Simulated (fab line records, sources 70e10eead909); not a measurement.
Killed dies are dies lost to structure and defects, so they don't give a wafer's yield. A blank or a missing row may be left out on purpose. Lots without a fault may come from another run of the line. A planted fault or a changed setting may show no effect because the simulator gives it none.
Chamber matching | flow nand_harc | NHARC_THIN_TSV_ETCH_44 on rie_diel-11: 4 sister chambers
The step etches the open film in CF4/O2, target depth 1594.2 nm, time 797.1 s. 7 wafers are shown with their chamber, then 7 later ones without.

WAFERS WITH THEIR CHAMBER
wafer  | chamber | rf_vpp_V (V) | oes_product_au (a.u.)
L945.6 | 1       | 801          | 1.004
L947.1 | 1       | 801          | 1.008
L947.2 | 2       | 791          | 1.009
L948.3 | 0       | 792          | 0.988
L948.6 | 3       | 788          | 0.999
L949.1 | 3       | 787          | 0.993
L949.2 | 2       | 792          | 0.990

WAFERS WITHOUT THEIR CHAMBER
wafer  | rf_vpp_V (V) | oes_product_au (a.u.)
L949.5 | 801          | 1.004
L951.1 | 800          | 0.999
L951.4 | 793          | 0.995
L951.6 | 793          | 0.996
L957.1 | 793          | 1.006
L957.2 | 791          | 0.992
L957.3 | 789          | 0.991

WHICH CHAMBER EACH WENT THROUGH
wafer  | from the rows above     | in truth
L949.5 | 1                       | 1
L951.1 | 1                       | 1
L951.4 | can't be placed: 0 or 2 | 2
L951.6 | can't be placed: 0 or 2 | 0
L957.1 | can't be placed: 2 or 0 | 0
L957.2 | can't be placed: 2 or 0 | 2
L957.3 | can't be placed: 3 or 2 | 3
Placed correctly: 2 of 7. Can't be placed from these rows: 5 (the true chamber is among the candidates in 5). Placed wrongly: 0.
How it was worked out, from the rows above alone: a wafer's distance from a chamber is the root of the sum, over the readings, of the square of ((its reading less the chamber's mean) divided by the reading's scatter). The wafer belongs to the nearest chamber; if the next one is less than 2 further off, it can't be placed. A chamber's mean is the mean of its shown wafers. The scatter: the root of (the sum of the squares of (reading less its chamber's mean) over the shown wafers, divided by (wafers less chambers)).
